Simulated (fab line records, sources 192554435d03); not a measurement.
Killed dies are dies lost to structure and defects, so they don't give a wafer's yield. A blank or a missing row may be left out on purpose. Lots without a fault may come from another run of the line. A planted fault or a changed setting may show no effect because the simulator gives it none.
Which tool did it? | flow n5_finfet | 12 lots, 36 wafers sampled, at 1 step of a route of 1938

WHAT THE GAUGES READ, wafer by wafer
N5_BEOL_M4_INSPECT_30: inspects for defects (brightfield).
lot  | measured     | on                | raw_defect_count
L075 | day 7 21:17  | defect_inspect-01 | 478 634 680
L077 | day 8 05:47  | defect_inspect-02 | 418 287 387
L079 | day 9 04:33  | defect_inspect-01 | 408 313 367
L081 | day 9 19:19  | defect_inspect-01 | 468 516 346
L083 | day 10 00:26 | defect_inspect-01 | 361 371 351
L085 | day 10 10:14 | defect_inspect-02 | 285 402 301
L086 | day 10 16:05 | defect_inspect-01 | 374 449 304
L089 | day 11 21:27 | defect_inspect-02 | 402 467 325
L091 | day 12 08:55 | defect_inspect-02 | 355 304 347
L092 | day 12 16:31 | defect_inspect-02 | 464 505 443
L094 | day 13 05:27 | defect_inspect-02 | 430 385 394
L096 | day 13 08:17 | defect_inspect-01 | 384 487 399

WHICH TOOL RAN EACH LOT (tool, then ch and the chambers of the sampled wafers, then the start)
The record holds no process step before these readings.

THE ANSWER, worked out from the rows above alone
Rule: what is usual is taken from the lots themselves. Put in order of their means at a reading, lots are off if they are a third of the lots or fewer, leave a main group of 4 or more, and stand apart from it by a gap of 3 or more times the standard deviation of the main group's means; of several such gaps the widest counts. A main group whose means are all the same, to the digits that the tables above print for the reading, isn't used. A lot without any number at a reading at which 4 lots or more have one is off too. The other lots that the step has rows for count as sound.
No lot is off at any reading shown: from this, nothing can be told.

WHAT THE SIMULATOR HAD PUT IN
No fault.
